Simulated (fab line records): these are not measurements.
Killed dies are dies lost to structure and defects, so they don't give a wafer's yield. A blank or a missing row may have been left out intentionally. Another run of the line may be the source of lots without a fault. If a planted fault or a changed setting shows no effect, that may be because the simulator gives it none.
Which tool did it? / flow n5_finfet / 22 lots with 66 wafers sampled at 4 steps, on a route of 1938 steps

## WHAT EACH GAUGE READ, for each wafer
N5_BEOL_M3_OVL_MEAS_29.
lot=L074; measured=day 6 23:38; on=overlay-02; V2_OVL (nm)=-0.3 1.1 -0.5
lot=L075; measured=day 7 07:19; on=overlay-01; V2_OVL (nm)=0.0 0.0 0.3
lot=L076; measured=day 7 20:37; on=overlay-01; V2_OVL (nm)=-0.3 -1.1 -0.5
lot=L078; measured=day 8 04:58; on=overlay-02; V2_OVL (nm)=0.5 -0.6 0.7
lot=L079; measured=day 8 18:08; on=overlay-01; V2_OVL (nm)=-0.7 -0.2 -1.0
lot=L080; measured=day 8 19:11; on=overlay-01; V2_OVL (nm)=-1.3 -0.8 0.4
lot=L081; measured=day 8 22:58; on=overlay-01; V2_OVL (nm)=-0.7 -0.7 0.4
lot=L084; measured=day 9 07:32; on=overlay-02; V2_OVL (nm)=-0.5 -0.3 0.6
lot=L082; measured=day 9 11:40; on=overlay-02; V2_OVL (nm)=0.6 0.6 0.5
lot=L083; measured=day 9 12:34; on=overlay-02; V2_OVL (nm)=0.7 0.6 0.7
lot=L085; measured=day 9 22:30; on=overlay-01; V2_OVL (nm)=-0.3 -0.1 -0.2
lot=L086; measured=day 10 04:38; on=overlay-02; V2_OVL (nm)=0.5 0.0 0.4
lot=L087; measured=day 10 11:17; on=overlay-02; V2_OVL (nm)=-1.2 0.4 -0.2
lot=L088; measured=day 10 19:44; on=overlay-01; V2_OVL (nm)=0.3 -0.9 0.4
lot=L089; measured=day 10 23:53; on=overlay-02; V2_OVL (nm)=0.5 0.7 0.2
lot=L091; measured=day 11 14:38; on=overlay-02; V2_OVL (nm)=-0.1 -1.2 -1.1
lot=L092; measured=day 11 20:38; on=overlay-01; V2_OVL (nm)=-0.3 -0.3 0.0
lot=L093; measured=day 12 00:58; on=overlay-02; V2_OVL (nm)=0.0 0.0 -0.3
lot=L094; measured=day 12 05:36; on=overlay-01; V2_OVL (nm)=-0.2 -0.7 -0.2
lot=L095; measured=day 12 06:48; on=overlay-01; V2_OVL (nm)=-0.1 0.1 0.1
lot=L096; measured=day 12 20:02; on=overlay-02; V2_OVL (nm)=-0.6 -0.3 -0.2
lot=L097; measured=day 13 02:11; on=overlay-01; V2_OVL (nm)=0.5 1.1 0.0

## WHAT TOOL EACH LOT RAN ON (gives the tool, then ch and the chambers of the sampled wafers, and finally the start)
lot=L074; N5_BEOL_M2_ANNEAL_93=pvd_sputter-02, day 6 20:06; N5_BEOL_M3_STRIP_66=rie_diel-05 ch 1,2,3, day 6 22:56; N5_BEOL_M3_STRIP_19=rie_diel-05 ch 0,2,3, day 6 23:05
lot=L075; N5_BEOL_M2_ANNEAL_93=pvd_sputter-02, day 7 01:58; N5_BEOL_M3_STRIP_66=rie_diel-05 ch 0,3, day 7 06:30; N5_BEOL_M3_STRIP_19=rie_diel-03 ch 0,1, day 7 06:46
lot=L076; N5_BEOL_M2_ANNEAL_93=pvd_sputter-03, day 7 15:58; N5_BEOL_M3_STRIP_66=rie_diel-03 ch 1,2,3, day 7 19:53; N5_BEOL_M3_STRIP_19=rie_diel-04 ch 0,1, day 7 20:02
lot=L078; N5_BEOL_M2_ANNEAL_93=pvd_sputter-01, day 7 23:16; N5_BEOL_M3_STRIP_66=rie_diel-03 ch 0,1,3, day 8 04:12; N5_BEOL_M3_STRIP_19=rie_diel-03 ch 0,1, day 8 04:32
lot=L079; N5_BEOL_M2_ANNEAL_93=pvd_sputter-01, day 8 13:56; N5_BEOL_M3_STRIP_66=rie_diel-03 ch 0,3, day 8 17:26; N5_BEOL_M3_STRIP_19=rie_diel-05 ch 0,1,2, day 8 17:35
lot=L080; N5_BEOL_M2_ANNEAL_93=pvd_sputter-02, day 8 15:32; N5_BEOL_M3_STRIP_66=rie_diel-04 ch 2,3, day 8 18:29; N5_BEOL_M3_STRIP_19=rie_diel-03 ch 1,2, day 8 18:38
lot=L081; N5_BEOL_M2_ANNEAL_93=pvd_sputter-03, day 8 19:39; N5_BEOL_M3_STRIP_66=rie_diel-05 ch 0,1,3, day 8 22:24; N5_BEOL_M3_STRIP_19=rie_diel-05 ch 0,2,3, day 8 22:33
lot=L084; N5_BEOL_M2_ANNEAL_93=pvd_sputter-01, day 9 02:28; N5_BEOL_M3_STRIP_66=rie_diel-04 ch 0,1,2, day 9 06:51; N5_BEOL_M3_STRIP_19=rie_diel-05 ch 1,3, day 9 07:00
lot=L082; N5_BEOL_M2_ANNEAL_93=pvd_sputter-01, day 9 08:08; N5_BEOL_M3_STRIP_66=rie_diel-04 ch 0,2,3, day 9 11:06; N5_BEOL_M3_STRIP_19=rie_diel-05 ch 1,3, day 9 11:15
lot=L083; N5_BEOL_M2_ANNEAL_93=pvd_sputter-02, day 9 09:06; N5_BEOL_M3_STRIP_66=rie_diel-03 ch 1,2, day 9 11:52; N5_BEOL_M3_STRIP_19=rie_diel-05 ch 0,1, day 9 12:01
lot=L085; N5_BEOL_M2_ANNEAL_93=pvd_sputter-02, day 9 19:10; N5_BEOL_M3_STRIP_66=rie_diel-03 ch 0,2,3, day 9 21:46; N5_BEOL_M3_STRIP_19=rie_diel-03 ch 0,1, day 9 21:55
lot=L086; N5_BEOL_M2_ANNEAL_93=pvd_sputter-01, day 10 00:24; N5_BEOL_M3_STRIP_66=rie_diel-05 ch 0,1,2, day 10 03:56; N5_BEOL_M3_STRIP_19=rie_diel-05 ch 2,3, day 10 04:13
lot=L087; N5_BEOL_M2_ANNEAL_93=pvd_sputter-01, day 10 05:49; N5_BEOL_M3_STRIP_66=rie_diel-04 ch 1,2, day 10 10:43; N5_BEOL_M3_STRIP_19=rie_diel-03 ch 2,3, day 10 10:52
lot=L088; N5_BEOL_M2_ANNEAL_93=pvd_sputter-03, day 10 15:53; N5_BEOL_M3_STRIP_66=rie_diel-05 ch 0,2,3, day 10 19:01; N5_BEOL_M3_STRIP_19=rie_diel-05 ch 0,1,3, day 10 19:11
lot=L089; N5_BEOL_M2_ANNEAL_93=pvd_sputter-03, day 10 20:12; N5_BEOL_M3_STRIP_66=rie_diel-03 ch 1,2,3, day 10 23:08; N5_BEOL_M3_STRIP_19=rie_diel-03 ch 0,1,2, day 10 23:20
lot=L091; N5_BEOL_M2_ANNEAL_93=pvd_sputter-01, day 11 11:08; N5_BEOL_M3_STRIP_66=rie_diel-04 ch 0,1, day 11 14:03; N5_BEOL_M3_STRIP_19=rie_diel-03 ch 0,1,2, day 11 14:13
lot=L092; N5_BEOL_M2_ANNEAL_93=pvd_sputter-03, day 11 16:13; N5_BEOL_M3_STRIP_66=rie_diel-05 ch 0,1,2, day 11 20:03; N5_BEOL_M3_STRIP_19=rie_diel-05 ch 0,1,2, day 11 20:13
lot=L093; N5_BEOL_M2_ANNEAL_93=pvd_sputter-02, day 11 21:40; N5_BEOL_M3_STRIP_66=rie_diel-03 ch 1,2, day 12 00:16; N5_BEOL_M3_STRIP_19=rie_diel-04 ch 1,3, day 12 00:25
lot=L094; N5_BEOL_M2_ANNEAL_93=pvd_sputter-02, day 12 01:01; N5_BEOL_M3_STRIP_66=rie_diel-03 ch 0,2,3, day 12 04:47; N5_BEOL_M3_STRIP_19=rie_diel-05 ch 0,1,2, day 12 05:02
lot=L095; N5_BEOL_M2_ANNEAL_93=pvd_sputter-01, day 12 03:04; N5_BEOL_M3_STRIP_66=rie_diel-03 ch 1,2,3, day 12 06:14; N5_BEOL_M3_STRIP_19=rie_diel-03 ch 0,2,3, day 12 06:23
lot=L096; N5_BEOL_M2_ANNEAL_93=pvd_sputter-01, day 12 16:16; N5_BEOL_M3_STRIP_66=rie_diel-05 ch 0,1,3, day 12 19:20; N5_BEOL_M3_STRIP_19=rie_diel-03 ch 1,3, day 12 19:30
lot=L097; N5_BEOL_M2_ANNEAL_93=pvd_sputter-03, day 12 21:26; N5_BEOL_M3_STRIP_66=rie_diel-03 ch 2,3, day 13 01:35; N5_BEOL_M3_STRIP_19=rie_diel-05 ch 0,1,3, day 13 01:46
- N5_BEOL_M2_ANNEAL_93: time 240 s.
- N5_BEOL_M3_STRIP_66: strips in CF4.
- N5_BEOL_M3_STRIP_19: strips in O2.

## AS READ BY THE TOOLS THEMSELVES (means over the sampled wafers that have a number; for cases with no such wafer, the mark the record gives instead)
N5_BEOL_M2_ANNEAL_93.
lot=L074; tool=pvd_sputter-02; heater_power_w (W)=790
lot=L075; tool=pvd_sputter-02; heater_power_w (W)=805
lot=L076; tool=pvd_sputter-03; heater_power_w (W)=695
lot=L078; tool=pvd_sputter-01; heater_power_w (W)=773
lot=L079; tool=pvd_sputter-01; heater_power_w (W)=650
lot=L080; tool=pvd_sputter-02; heater_power_w (W)=809
lot=L081; tool=pvd_sputter-03; heater_power_w (W)=743
lot=L084; tool=pvd_sputter-01; heater_power_w (W)=730
lot=L082; tool=pvd_sputter-01; heater_power_w (W)=674
lot=L083; tool=pvd_sputter-02; heater_power_w (W)=820
lot=L085; tool=pvd_sputter-02; heater_power_w (W)=807
lot=L086; tool=pvd_sputter-01; heater_power_w (W)=787
lot=L087; tool=pvd_sputter-01; heater_power_w (W)=627
lot=L088; tool=pvd_sputter-03; heater_power_w (W)=757
lot=L089; tool=pvd_sputter-03; heater_power_w (W)=755
lot=L091; tool=pvd_sputter-01; heater_power_w (W)=694
lot=L092; tool=pvd_sputter-03; heater_power_w (W)=712
lot=L093; tool=pvd_sputter-02; heater_power_w (W)=780
lot=L094; tool=pvd_sputter-02; heater_power_w (W)=788
lot=L095; tool=pvd_sputter-01; heater_power_w (W)=778
lot=L096; tool=pvd_sputter-01; heater_power_w (W)=785
lot=L097; tool=pvd_sputter-03; heater_power_w (W)=712

N5_BEOL_M3_STRIP_66.
lot=L074; tool=rie_diel-05; bias_power_w (W)=74.89; drypump_motor_current_A (A)=5.4; oes_product_au (a.u.)=0.82; rf_vpp_V (V)=273.6; showerhead_plenum_p_Torr (Torr)=1.86; throttle_valve_pct (%)=13.42
lot=L075; tool=rie_diel-05; bias_power_w (W)=75.11; drypump_motor_current_A (A)=6.0; oes_product_au (a.u.)=0.81; rf_vpp_V (V)=270.3; showerhead_plenum_p_Torr (Torr)=1.76; throttle_valve_pct (%)=13.63
lot=L076; tool=rie_diel-03; bias_power_w (W)=74.92; drypump_motor_current_A (A)=6.1; oes_product_au (a.u.)=0.83; rf_vpp_V (V)=271.8; showerhead_plenum_p_Torr (Torr)=1.82; throttle_valve_pct (%)=13.51
lot=L078; tool=rie_diel-03; bias_power_w (W)=75.37; drypump_motor_current_A (A)=5.8; oes_product_au (a.u.)=0.81; rf_vpp_V (V)=271.0; showerhead_plenum_p_Torr (Torr)=1.80; throttle_valve_pct (%)=13.62
lot=L079; tool=rie_diel-03; bias_power_w (W)=74.89; drypump_motor_current_A (A)=5.9; oes_product_au (a.u.)=0.86; rf_vpp_V (V)=272.9; showerhead_plenum_p_Torr (Torr)=1.87; throttle_valve_pct (%)=13.62
lot=L080; tool=rie_diel-04; bias_power_w (W)=74.86; drypump_motor_current_A (A)=5.2; oes_product_au (a.u.)=0.73; rf_vpp_V (V)=272.0; showerhead_plenum_p_Torr (Torr)=1.82; throttle_valve_pct (%)=13.52
lot=L081; tool=rie_diel-05; bias_power_w (W)=74.85; drypump_motor_current_A (A)=5.6; oes_product_au (a.u.)=0.80; rf_vpp_V (V)=271.1; showerhead_plenum_p_Torr (Torr)=1.80; throttle_valve_pct (%)=13.54
lot=L084; tool=rie_diel-04; bias_power_w (W)=75.06; drypump_motor_current_A (A)=5.5; oes_product_au (a.u.)=0.76; rf_vpp_V (V)=271.6; showerhead_plenum_p_Torr (Torr)=1.80; throttle_valve_pct (%)=13.62
lot=L082; tool=rie_diel-04; bias_power_w (W)=75.22; drypump_motor_current_A (A)=5.7; oes_product_au (a.u.)=0.73; rf_vpp_V (V)=270.4; showerhead_plenum_p_Torr (Torr)=1.79; throttle_valve_pct (%)=13.57
lot=L083; tool=rie_diel-03; bias_power_w (W)=74.91; drypump_motor_current_A (A)=6.1; oes_product_au (a.u.)=0.75; rf_vpp_V (V)=270.1; showerhead_plenum_p_Torr (Torr)=1.75; throttle_valve_pct (%)=13.56
lot=L085; tool=rie_diel-03; bias_power_w (W)=75.12; drypump_motor_current_A (A)=5.9; oes_product_au (a.u.)=0.82; rf_vpp_V (V)=271.8; showerhead_plenum_p_Torr (Torr)=1.84; throttle_valve_pct (%)=13.60
lot=L086; tool=rie_diel-05; bias_power_w (W)=74.83; drypump_motor_current_A (A)=5.7; oes_product_au (a.u.)=0.84; rf_vpp_V (V)=271.9; showerhead_plenum_p_Torr (Torr)=1.84; throttle_valve_pct (%)=13.50
lot=L087; tool=rie_diel-04; bias_power_w (W)=74.99; drypump_motor_current_A (A)=5.2; oes_product_au (a.u.)=0.78; rf_vpp_V (V)=271.0; showerhead_plenum_p_Torr (Torr)=1.79; throttle_valve_pct (%)=13.70
lot=L088; tool=rie_diel-05; bias_power_w (W)=74.79; drypump_motor_current_A (A)=5.7; oes_product_au (a.u.)=0.78; rf_vpp_V (V)=271.2; showerhead_plenum_p_Torr (Torr)=1.80; throttle_valve_pct (%)=13.60
lot=L089; tool=rie_diel-03; bias_power_w (W)=74.90; drypump_motor_current_A (A)=6.1; oes_product_au (a.u.)=0.81; rf_vpp_V (V)=271.0; showerhead_plenum_p_Torr (Torr)=1.81; throttle_valve_pct (%)=13.56
lot=L091; tool=rie_diel-04; bias_power_w (W)=75.22; drypump_motor_current_A (A)=5.7; oes_product_au (a.u.)=0.78; rf_vpp_V (V)=270.4; showerhead_plenum_p_Torr (Torr)=1.76; throttle_valve_pct (%)=13.75
lot=L092; tool=rie_diel-05; bias_power_w (W)=74.92; drypump_motor_current_A (A)=5.7; oes_product_au (a.u.)=0.82; rf_vpp_V (V)=271.8; showerhead_plenum_p_Torr (Torr)=1.83; throttle_valve_pct (%)=13.52
lot=L093; tool=rie_diel-03; bias_power_w (W)=74.93; drypump_motor_current_A (A)=6.1; oes_product_au (a.u.)=0.77; rf_vpp_V (V)=270.4; showerhead_plenum_p_Torr (Torr)=1.78; throttle_valve_pct (%)=13.53
lot=L094; tool=rie_diel-03; bias_power_w (W)=75.00; drypump_motor_current_A (A)=5.9; oes_product_au (a.u.)=0.80; rf_vpp_V (V)=272.2; showerhead_plenum_p_Torr (Torr)=1.84; throttle_valve_pct (%)=13.64
lot=L095; tool=rie_diel-03; bias_power_w (W)=75.03; drypump_motor_current_A (A)=6.0; oes_product_au (a.u.)=0.80; rf_vpp_V (V)=271.2; showerhead_plenum_p_Torr (Torr)=1.81; throttle_valve_pct (%)=13.58
lot=L096; tool=rie_diel-05; bias_power_w (W)=75.13; drypump_motor_current_A (A)=5.6; oes_product_au (a.u.)=0.86; rf_vpp_V (V)=271.1; showerhead_plenum_p_Torr (Torr)=1.80; throttle_valve_pct (%)=13.41
lot=L097; tool=rie_diel-03; bias_power_w (W)=74.91; drypump_motor_current_A (A)=6.1; oes_product_au (a.u.)=0.82; rf_vpp_V (V)=271.1; showerhead_plenum_p_Torr (Torr)=1.85; throttle_valve_pct (%)=13.52

N5_BEOL_M3_STRIP_19.
lot=L074; tool=rie_diel-05; drypump_motor_current_A (A)=5.7; oes_product_au (a.u.)=0.83; rf_vpp_V (V)=3.6; showerhead_plenum_p_Torr (Torr)=2.11; throttle_valve_pct (%)=16.66
lot=L075; tool=rie_diel-03; drypump_motor_current_A (A)=5.8; oes_product_au (a.u.)=0.74; rf_vpp_V (V)=3.9; showerhead_plenum_p_Torr (Torr)=2.03; throttle_valve_pct (%)=16.73
lot=L076; tool=rie_diel-04; drypump_motor_current_A (A)=5.7; oes_product_au (a.u.)=0.82; rf_vpp_V (V)=3.7; showerhead_plenum_p_Torr (Torr)=2.06; throttle_valve_pct (%)=16.80
lot=L078; tool=rie_diel-03; drypump_motor_current_A (A)=5.8; oes_product_au (a.u.)=0.75; rf_vpp_V (V)=4.0; showerhead_plenum_p_Torr (Torr)=2.03; throttle_valve_pct (%)=16.75
lot=L079; tool=rie_diel-05; drypump_motor_current_A (A)=5.7; oes_product_au (a.u.)=0.87; rf_vpp_V (V)=3.6; showerhead_plenum_p_Torr (Torr)=2.16; throttle_valve_pct (%)=16.61
lot=L080; tool=rie_diel-03; drypump_motor_current_A (A)=6.1; oes_product_au (a.u.)=0.80; rf_vpp_V (V)=4.1; showerhead_plenum_p_Torr (Torr)=2.08; throttle_valve_pct (%)=16.52
lot=L081; tool=rie_diel-05; drypump_motor_current_A (A)=5.7; oes_product_au (a.u.)=0.80; rf_vpp_V (V)=3.5; showerhead_plenum_p_Torr (Torr)=2.11; throttle_valve_pct (%)=16.69
lot=L084; tool=rie_diel-05; drypump_motor_current_A (A)=5.3; oes_product_au (a.u.)=0.80; rf_vpp_V (V)=3.4; showerhead_plenum_p_Torr (Torr)=2.17; throttle_valve_pct (%)=16.49
lot=L082; tool=rie_diel-05; drypump_motor_current_A (A)=5.3; oes_product_au (a.u.)=0.76; rf_vpp_V (V)=3.3; showerhead_plenum_p_Torr (Torr)=2.12; throttle_valve_pct (%)=16.56
lot=L083; tool=rie_diel-05; drypump_motor_current_A (A)=6.0; oes_product_au (a.u.)=0.86; rf_vpp_V (V)=3.9; showerhead_plenum_p_Torr (Torr)=2.11; throttle_valve_pct (%)=16.71
lot=L085; tool=rie_diel-03; drypump_motor_current_A (A)=5.8; oes_product_au (a.u.)=0.73; rf_vpp_V (V)=3.6; showerhead_plenum_p_Torr (Torr)=2.03; throttle_valve_pct (%)=16.76
lot=L086; tool=rie_diel-05; drypump_motor_current_A (A)=5.3; oes_product_au (a.u.)=0.74; rf_vpp_V (V)=3.8; showerhead_plenum_p_Torr (Torr)=2.11; throttle_valve_pct (%)=16.63
lot=L087; tool=rie_diel-03; drypump_motor_current_A (A)=6.1; oes_product_au (a.u.)=0.85; rf_vpp_V (V)=3.6; showerhead_plenum_p_Torr (Torr)=2.15; throttle_valve_pct (%)=16.53
lot=L088; tool=rie_diel-05; drypump_motor_current_A (A)=5.6; oes_product_au (a.u.)=0.79; rf_vpp_V (V)=3.6; showerhead_plenum_p_Torr (Torr)=2.10; throttle_valve_pct (%)=16.66
lot=L089; tool=rie_diel-03; drypump_motor_current_A (A)=5.9; oes_product_au (a.u.)=0.75; rf_vpp_V (V)=3.9; showerhead_plenum_p_Torr (Torr)=2.06; throttle_valve_pct (%)=16.69
lot=L091; tool=rie_diel-03; drypump_motor_current_A (A)=5.8; oes_product_au (a.u.)=0.76; rf_vpp_V (V)=3.5; showerhead_plenum_p_Torr (Torr)=2.06; throttle_valve_pct (%)=16.69
lot=L092; tool=rie_diel-05; drypump_motor_current_A (A)=5.7; oes_product_au (a.u.)=0.84; rf_vpp_V (V)=4.1; showerhead_plenum_p_Torr (Torr)=2.15; throttle_valve_pct (%)=16.65
lot=L093; tool=rie_diel-04; drypump_motor_current_A (A)=5.8; oes_product_au (a.u.)=0.76; rf_vpp_V (V)=3.6; showerhead_plenum_p_Torr (Torr)=2.00; throttle_valve_pct (%)=16.77
lot=L094; tool=rie_diel-05; drypump_motor_current_A (A)=5.7; oes_product_au (a.u.)=0.83; rf_vpp_V (V)=4.1; showerhead_plenum_p_Torr (Torr)=2.15; throttle_valve_pct (%)=16.67
lot=L095; tool=rie_diel-03; drypump_motor_current_A (A)=5.9; oes_product_au (a.u.)=0.81; rf_vpp_V (V)=3.9; showerhead_plenum_p_Torr (Torr)=2.14; throttle_valve_pct (%)=16.69
lot=L096; tool=rie_diel-03; drypump_motor_current_A (A)=6.0; oes_product_au (a.u.)=0.77; rf_vpp_V (V)=3.7; showerhead_plenum_p_Torr (Torr)=2.07; throttle_valve_pct (%)=16.76
lot=L097; tool=rie_diel-05; drypump_motor_current_A (A)=5.6; oes_product_au (a.u.)=0.87; rf_vpp_V (V)=3.4; showerhead_plenum_p_Torr (Torr)=2.10; throttle_valve_pct (%)=16.53

## THE ANSWER, worked out from the rows above alone
Rule: the usual values come from the lots themselves. Put in order of their means at a reading, lots are off if they are a third of the lots or fewer, leave a main group of 4 or more, and stand apart from it by a gap of 3 or more times the standard deviation of the main group's means; of several such gaps the widest counts. The tables above print the reading to a certain number of digits; a main group whose means all agree to those digits is not used. Also off: a lot with no number at a reading for which 4 or more lots have one. The other lots that the step has rows for count as sound. The gauges are gone through in route order, then the tools' own readings, and for those a lot's mean is taken as printed above. The first step at which some lot is off is used, and at that step the reading that is off furthest; a lot without a number counts as furthest.
No lot is off on any of the readings shown, so nothing can be concluded from this.

## WHAT THE SIMULATOR HAD INSERTED
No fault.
